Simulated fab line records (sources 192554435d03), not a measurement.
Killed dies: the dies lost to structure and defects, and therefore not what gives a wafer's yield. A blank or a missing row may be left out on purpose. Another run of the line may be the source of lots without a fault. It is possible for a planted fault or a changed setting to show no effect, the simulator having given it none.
Check for tools in common :: flow n5-finfet :: Lots sampled 10, wafers sampled 30

== WHY THIS WAS OPENED ==
On 4 of the 10 lots, a flag is raised at N5_HKMG_FIN_CD_MEAS_49 on the reading cd-nm. Wafers without a fault read 202.2 nm, standard deviation 0.66.
Rule: a lot gets a flag if all its wafers with a number sit over 4 standard deviations from that mean, or if no wafer of it has a number. All remaining lots are regarded as sound.

lot: L545
measured: day 4 11:22
on: cd-sem-03
cd-nm (nm), wafer by wafer: 202.0 201.7 202.2
flag: 

lot: L546
measured: day 4 16:59
on: cd-sem-03
cd-nm (nm), wafer by wafer: 203.2 202.2 202.6
flag: 

lot: L549
measured: day 5 14:29
on: cd-sem-03
cd-nm (nm), wafer by wafer: 203.0 201.4 202.3
flag: 

lot: L553
measured: day 6 14:02
on: cd-sem-02
cd-nm (nm), wafer by wafer: 210.2 210.4 210.3
flag: FLAGGED

lot: L554
measured: day 6 18:14
on: cd-sem-02
cd-nm (nm), wafer by wafer: 209.7 208.8 209.8
flag: FLAGGED

lot: L555
measured: day 7 06:26
on: cd-sem-03
cd-nm (nm), wafer by wafer: 208.5 207.6 207.1
flag: FLAGGED

lot: L556
measured: day 7 09:37
on: cd-sem-01
cd-nm (nm), wafer by wafer: 205.1 205.2 205.1
flag: FLAGGED

lot: L561
measured: day 8 09:15
on: cd-sem-03
cd-nm (nm), wafer by wafer: 202.5 201.8 202.3
flag: 

lot: L563
measured: day 8 23:16
on: cd-sem-01
cd-nm (nm), wafer by wafer: 201.7 201.9 202.4
flag: 

lot: L565
measured: day 9 12:44
on: cd-sem-03
cd-nm (nm), wafer by wafer: 202.3 202.3 201.0
flag: 
Average over the flagged lots: 208.2 nm; offset from the usual +6.0 nm, equal to +9 standard deviations.

== WHICH TOOL RAN EACH LOT ==
The record holds 4 process steps before the reading, out of a route of 1938 steps. Cell contents, in order: the tool; ch with the chambers the sampled wafers went through; the start.
lot: L545
flag: 
N5_SDB_HM_DEP_00: pecvd-01 ch 0,2, day 4 05:37
N5_SDB_STRIP_21: rie-diel-06 ch 0,2, day 4 06:14
N5_DUMMY_REMOVAL_STRIP_10: rie-diel-05 ch 1,3, day 4 10:00
N5_HKMG_FIN_EXPOSE_46: arfi-scanner-01 ch 0, day 4 11:14

lot: L546
flag: 
N5_SDB_HM_DEP_00: pecvd-01 ch 0,2, day 4 10:49
N5_SDB_STRIP_21: rie-diel-01 ch 0,2,3, day 4 11:46
N5_DUMMY_REMOVAL_STRIP_10: rie-diel-03 ch 0,1,2, day 4 15:31
N5_HKMG_FIN_EXPOSE_46: arfi-scanner-02 ch 0, day 4 16:52

lot: L549
flag: 
N5_SDB_HM_DEP_00: pecvd-03 ch 1,2, day 5 08:09
N5_SDB_STRIP_21: rie-diel-06 ch 0,1,3, day 5 08:47
N5_DUMMY_REMOVAL_STRIP_10: rie-diel-04 ch 1,2, day 5 13:01
N5_HKMG_FIN_EXPOSE_46: arfi-scanner-01 ch 0, day 5 14:22

lot: L553
flag: FLAGGED
N5_SDB_HM_DEP_00: pecvd-02 ch 0,1,2, day 6 07:50
N5_SDB_STRIP_21: rie-diel-06 ch 0,3, day 6 08:40
N5_DUMMY_REMOVAL_STRIP_10: rie-diel-05 ch 0,1,3, day 6 12:28
N5_HKMG_FIN_EXPOSE_46: arfi-scanner-01 ch 0, day 6 13:55

lot: L554
flag: FLAGGED
N5_SDB_HM_DEP_00: pecvd-02 ch 0,1,2, day 6 12:11
N5_SDB_STRIP_21: rie-diel-01 ch 2,3, day 6 12:59
N5_DUMMY_REMOVAL_STRIP_10: rie-diel-04 ch 0,2,3, day 6 16:50
N5_HKMG_FIN_EXPOSE_46: arfi-scanner-01 ch 0, day 6 18:07

lot: L555
flag: FLAGGED
N5_SDB_HM_DEP_00: pecvd-02 ch 0,1, day 6 23:56
N5_SDB_STRIP_21: rie-diel-06 ch 2,3, day 7 01:00
N5_DUMMY_REMOVAL_STRIP_10: rie-diel-03 ch 1,2, day 7 05:06
N5_HKMG_FIN_EXPOSE_46: arfi-scanner-01 ch 0, day 7 06:19

lot: L556
flag: FLAGGED
N5_SDB_HM_DEP_00: pecvd-02 ch 1,2, day 7 03:15
N5_SDB_STRIP_21: rie-diel-06 ch 0,2, day 7 04:00
N5_DUMMY_REMOVAL_STRIP_10: rie-diel-05 ch 0,3, day 7 08:11
N5_HKMG_FIN_EXPOSE_46: arfi-scanner-01 ch 0, day 7 09:29

lot: L561
flag: 
N5_SDB_HM_DEP_00: pecvd-02 ch 0,2, day 8 03:11
N5_SDB_STRIP_21: rie-diel-01 ch 1,2,3, day 8 04:04
N5_DUMMY_REMOVAL_STRIP_10: rie-diel-05 ch 0,1,3, day 8 07:47
N5_HKMG_FIN_EXPOSE_46: arfi-scanner-02 ch 0, day 8 09:08

lot: L563
flag: 
N5_SDB_HM_DEP_00: pecvd-01 ch 0,1,2, day 8 16:50
N5_SDB_STRIP_21: rie-diel-06 ch 0,2,3, day 8 17:35
N5_DUMMY_REMOVAL_STRIP_10: rie-diel-03 ch 0,1,2, day 8 21:37
N5_HKMG_FIN_EXPOSE_46: arfi-scanner-03 ch 0, day 8 23:09

lot: L565
flag: 
N5_SDB_HM_DEP_00: pecvd-01 ch 0,1,2, day 9 06:37
N5_SDB_STRIP_21: rie-diel-06 ch 0,2, day 9 07:22
N5_DUMMY_REMOVAL_STRIP_10: rie-diel-03 ch 1,2,3, day 9 11:11
N5_HKMG_FIN_EXPOSE_46: arfi-scanner-02 ch 0, day 9 12:37
These steps, and what they do:
- N5_SDB_HM_DEP_00: deposits SiNx from SiH4/NH3/N2, target thk 40 nm, time 35.3 s.
- N5_SDB_STRIP_21: strips in CF4.
- N5_DUMMY_REMOVAL_STRIP_10: strips in N2/H2, time 40 s.
- N5_HKMG_FIN_EXPOSE_46: exposes mask NDIPOLE.
- N5_HKMG_FIN_CD_MEAS_49: target cd 202 nm.

== FLAGGED OVER TOTAL, TOOL BY TOOL (the gauges that took the reading come last) ==
step: N5_SDB_HM_DEP_00
tool: pecvd-01
lots run: 4
flagged: 0
share of the flagged lots: none
sound lots run after its first flagged lot: -

step: N5_SDB_HM_DEP_00
tool: pecvd-02
lots run: 5
flagged: 4
share of the flagged lots: all
sound lots run after its first flagged lot: 1 (L561)

step: N5_SDB_HM_DEP_00
tool: pecvd-03
lots run: 1
flagged: 0
share of the flagged lots: none
sound lots run after its first flagged lot: -

step: N5_SDB_STRIP_21
tool: rie-diel-01
lots run: 3
flagged: 1
share of the flagged lots: some
sound lots run after its first flagged lot: 1 (L561)

step: N5_SDB_STRIP_21
tool: rie-diel-06
lots run: 7
flagged: 3
share of the flagged lots: some
sound lots run after its first flagged lot: 2 (L563,L565)

step: N5_DUMMY_REMOVAL_STRIP_10
tool: rie-diel-03
lots run: 4
flagged: 1
share of the flagged lots: some
sound lots run after its first flagged lot: 2 (L563,L565)

step: N5_DUMMY_REMOVAL_STRIP_10
tool: rie-diel-04
lots run: 2
flagged: 1
share of the flagged lots: some
sound lots run after its first flagged lot: 0

step: N5_DUMMY_REMOVAL_STRIP_10
tool: rie-diel-05
lots run: 4
flagged: 2
share of the flagged lots: some
sound lots run after its first flagged lot: 1 (L561)

step: N5_HKMG_FIN_EXPOSE_46
tool: arfi-scanner-01
lots run: 6
flagged: 4
share of the flagged lots: all
sound lots run after its first flagged lot: 0

step: N5_HKMG_FIN_EXPOSE_46
tool: arfi-scanner-02
lots run: 3
flagged: 0
share of the flagged lots: none
sound lots run after its first flagged lot: -

step: N5_HKMG_FIN_EXPOSE_46
tool: arfi-scanner-03
lots run: 1
flagged: 0
share of the flagged lots: none
sound lots run after its first flagged lot: -

step: N5_HKMG_FIN_CD_MEAS_49
tool: cd-sem-01
lots run: 2
flagged: 1
share of the flagged lots: some
sound lots run after its first flagged lot: 1 (L563)

step: N5_HKMG_FIN_CD_MEAS_49
tool: cd-sem-02
lots run: 2
flagged: 2
share of the flagged lots: some
sound lots run after its first flagged lot: 0

step: N5_HKMG_FIN_CD_MEAS_49
tool: cd-sem-03
lots run: 6
flagged: 1
share of the flagged lots: some
sound lots run after its first flagged lot: 2 (L561,L565)

== WHAT IS ALLOWED BY THE TABLE ==
pecvd-02 at N5_SDB_HM_DEP_00 and arfi-scanner-01 at N5_HKMG_FIN_EXPOSE_46 are the 2 rows of the table that ran each flagged lot.
- pecvd-02 at N5_SDB_HM_DEP_00 ran 5 lots, 4 of them flagged. After the first flagged lot (L561), sound lots still ran on it; a lasting fault on the whole tool would not permit that.
- arfi-scanner-01 at N5_HKMG_FIN_EXPOSE_46 ran 6 lots, 4 of them flagged. Last sound lot L549 at day 5 14:22, first flagged lot L553 at day 6 13:55; a fault beginning in between fits. Its own readings (exposure-dose-mJ-cm2) fall more than 4 standard deviations out on all wafers of the flagged lots.
arfi-scanner-01 at N5_HKMG_FIN_EXPOSE_46 is the single tool remaining.

== WHAT THE SIMULATOR PUT IN ==
Process parameters drifting: arfi-scanner-01 at N5_HKMG_FIN_EXPOSE_46, beginning at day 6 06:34. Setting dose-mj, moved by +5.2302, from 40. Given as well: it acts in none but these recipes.
Lots struck among those shown: L553, L554, L555, L556. This agrees with what the rule above found.
